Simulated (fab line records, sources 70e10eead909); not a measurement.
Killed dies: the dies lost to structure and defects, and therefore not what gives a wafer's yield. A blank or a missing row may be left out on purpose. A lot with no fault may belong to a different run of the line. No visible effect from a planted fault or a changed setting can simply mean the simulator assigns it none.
Which tool is to blame? -- flow nand-harc -- 12 lots, 36 wafers sampled, at 4 steps of a route of 1302

## WHAT EACH GAUGE READ, for each wafer
NHARC_P_ZERO_WELL_CD_MEAS_37: the cd target is 720 nm. Usual: cd-nm reads 718.4 nm (standard deviation 1.8).
lot,measured,on,cd-nm (nm),flag
L880,day 2 00:05,cd-sem-01,720.2 716.2 717.7,
L881,day 2 09:59,cd-sem-01,718.6 716.9 718.3,
L883,day 3 06:07,cd-sem-02,720.2 717.3 718.8,
L884,day 3 16:19,cd-sem-01,720.7 720.6 719.0,
L885,day 4 02:29,cd-sem-01,720.2 721.6 719.5,
L886,day 4 12:15,cd-sem-01,718.1 718.3 719.0,
L894,day 7 20:07,cd-sem-02,709.2 703.8 705.8 709.1 703.8 705.5,OFF
L895,day 8 06:07,cd-sem-01,703.8 705.8 708.8 703.7 705.9 708.7,OFF
L897,day 9 02:07,cd-sem-03,720.6 719.3 720.3,
L899,day 9 22:05,cd-sem-01,717.3 717.6 719.2,
L902,day 11 04:05,cd-sem-03,722.7 718.1 719.1,
L903,day 11 14:06,cd-sem-02,719.4 717.6 716.2,

NHARC_P_STI_OCD_MEAS_17. Usual: trench-depth-nm 302 nm, standard deviation 3.6; trench-foot-cd-nm 157.0 nm, standard deviation 2.2.
lot,measured,on,trench-depth-nm (nm),trench-foot-cd-nm (nm),flag
L880,day 3 07:35,ocd-02,303 301 304,158.1 154.3 158.1,
L881,day 3 07:23,ocd-01,304 292 296,164.0 159.4 160.8,
L883,day 4 04:33,ocd-01,310 300 309,155.7 156.9 157.4,
L884,day 4 14:34,ocd-01,301 295 304,153.0 157.0 152.9,
L885,day 4 23:28,ocd-01,296 300 301,157.7 155.7 158.4,
L886,day 5 06:59,ocd-01,301 303 302,157.1 155.0 158.9,
L894,day 8 15:29,ocd-02,304 305 302,155.4 156.3 156.8,
L895,day 9 00:46,ocd-02,299 300 305,156.8 158.9 157.8,
L897,day 9 21:33,ocd-01,302 304 302,158.6 157.4 160.2,
L899,day 10 17:46,ocd-01,301 301 300,153.8 158.6 154.8,
L902,day 12 02:16,ocd-02,300 304 302,154.8 159.7 158.4,
L903,day 12 12:59,ocd-01,300 299 300,154.1 156.6 155.3,

NHARC_P_STI_OCD_MEAS_43. Usual: trench-depth-nm 302 nm, standard deviation 3.5; trench-foot-cd-nm 157.1 nm, standard deviation 2.2.
lot,measured,on,trench-depth-nm (nm),trench-foot-cd-nm (nm),flag
L880,day 3 08:05,ocd-02,303 301 304,157.9 154.4 157.8,
L881,day 3 07:54,ocd-01,304 293 296,163.9 159.1 160.7,
L883,day 4 05:04,ocd-02,310 301 309,155.4 158.0 156.9,
L884,day 4 15:05,ocd-02,301 295 303,153.0 157.8 153.3,
L885,day 4 23:58,ocd-02,296 301 300,157.5 154.8 157.9,
L886,day 5 07:30,ocd-01,301 303 302,157.6 154.8 158.8,
L894,day 8 16:00,ocd-01,304 305 302,154.9 157.0 156.7,
L895,day 9 01:16,ocd-01,300 300 305,157.3 159.3 157.2,
L897,day 9 22:04,ocd-02,302 304 301,158.8 157.8 160.4,
L899,day 10 18:17,ocd-02,300 301 300,153.9 158.5 154.8,
L902,day 12 02:47,ocd-01,300 304 303,154.8 160.0 158.6,
L903,day 12 13:29,ocd-02,300 299 300,154.6 157.2 155.6,

## EACH LOT AND THE TOOL THAT RAN IT (in order: tool; ch and the chambers of the sampled wafers; start)
lot,NHARC_P_ZERO_WELL_PEB_35
L880,"litho-track-05 ch 0, day 1 23:59"
L881,"litho-track-05 ch 0, day 2 09:53"
L883,"litho-track-03 ch 0, day 3 06:02"
L884,"litho-track-03 ch 0, day 3 16:14"
L885,"litho-track-07 ch 0, day 4 02:23"
L886,"litho-track-03 ch 0, day 4 12:10"
L894,"litho-track-07 ch 0, day 7 20:01"
L895,"litho-track-07 ch 0, day 8 06:01"
L897,"litho-track-05 ch 0, day 9 02:01"
L899,"litho-track-03 ch 0, day 9 22:00"
L902,"litho-track-05 ch 0, day 11 04:00"
L903,"litho-track-05 ch 0, day 11 14:01"
- NHARC_P_ZERO_WELL_PEB_35: peb time 85 s.

## AS READ BY THE TOOLS THEMSELVES (means over the sampled wafers that have a number; for cases with no such wafer, the mark the record gives instead)
NHARC_P_ZERO_WELL_PEB_35. Usual: exhaust-pa 45.0 Pa, standard deviation 1; heater-power-total-W 164.00 W, standard deviation 0.28; plate-temp-C 117.98 C, standard deviation 0.15; resist-line-temp-C 22.99 C, standard deviation 0.098.
lot,tool,exhaust-pa (Pa),heater-power-total-W (W),plate-temp-C (C),resist-line-temp-C (C),flag
L880,litho-track-05,45.0,163.90,118.14,23.01,
L881,litho-track-05,46.0,164.15,118.10,22.94,
L883,litho-track-03,44.8,164.08,118.05,23.04,
L884,litho-track-03,45.6,164.02,117.97,23.06,
L885,litho-track-07,44.5,164.14,118.02,22.99,
L886,litho-track-03,44.5,163.70,118.12,23.05,
L894,litho-track-07,44.6,152.72,111.92,22.92,OFF
L895,litho-track-07,46.4,152.98,111.85,22.87,OFF
L897,litho-track-05,46.4,164.20,117.81,22.99,
L899,litho-track-03,44.8,163.91,117.91,22.86,
L902,litho-track-05,44.6,163.94,118.07,23.12,
L903,litho-track-05,44.6,164.21,117.69,22.91,

## THE ANSWER, worked out from the rows above alone
Rule: a lot is off if the mean of its wafers that have a number lies more than 3 standard deviations from the usual mean. Also off: a lot with no number at a reading for which 4 or more lots have one. All remaining lots with rows at the step are treated as sound. Order of review: gauges by route order, followed by the tools' own readings, for which a lot's mean as printed above is used. The first step at which some lot is off is used, and at that step the reading that is off furthest; a lot without a number counts as furthest.
Off: L894, L895, at NHARC_P_ZERO_WELL_CD_MEAS_37 (cd-nm).
If a tool, at a process step before that reading, ran all the lots that are off and no sound lot after the first of them, it fits. The gauges at NHARC_P_ZERO_WELL_CD_MEAS_37 aren't tried: what is off there is off at NHARC_P_ZERO_WELL_PEB_35 too, on other tools, and a gauge's error can't cause that. One candidate fits, namely litho-track-07 at NHARC_P_ZERO_WELL_PEB_35. Its last sound lot is L885 (day 4 02:23), its first lot that is off L894 (day 7 20:01): a fault that began between those two fits.
The tool's own readings at NHARC_P_ZERO_WELL_PEB_35 bear it out: on the lots that are off they differ by more than 5 times the standard deviation of the sound lots' means. heater-power-total-W reads 152.85 W there against 164.03 W on the sound lots; plate-temp-C reads 111.88 C there against 117.99 C on the sound lots.

## WHAT THE SIMULATOR PUT IN
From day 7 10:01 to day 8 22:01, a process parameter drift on litho-track-07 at NHARC_P_ZERO_WELL_PEB_35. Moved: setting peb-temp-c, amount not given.
Shown lots that were struck: L894, L895. The rule above found the same.
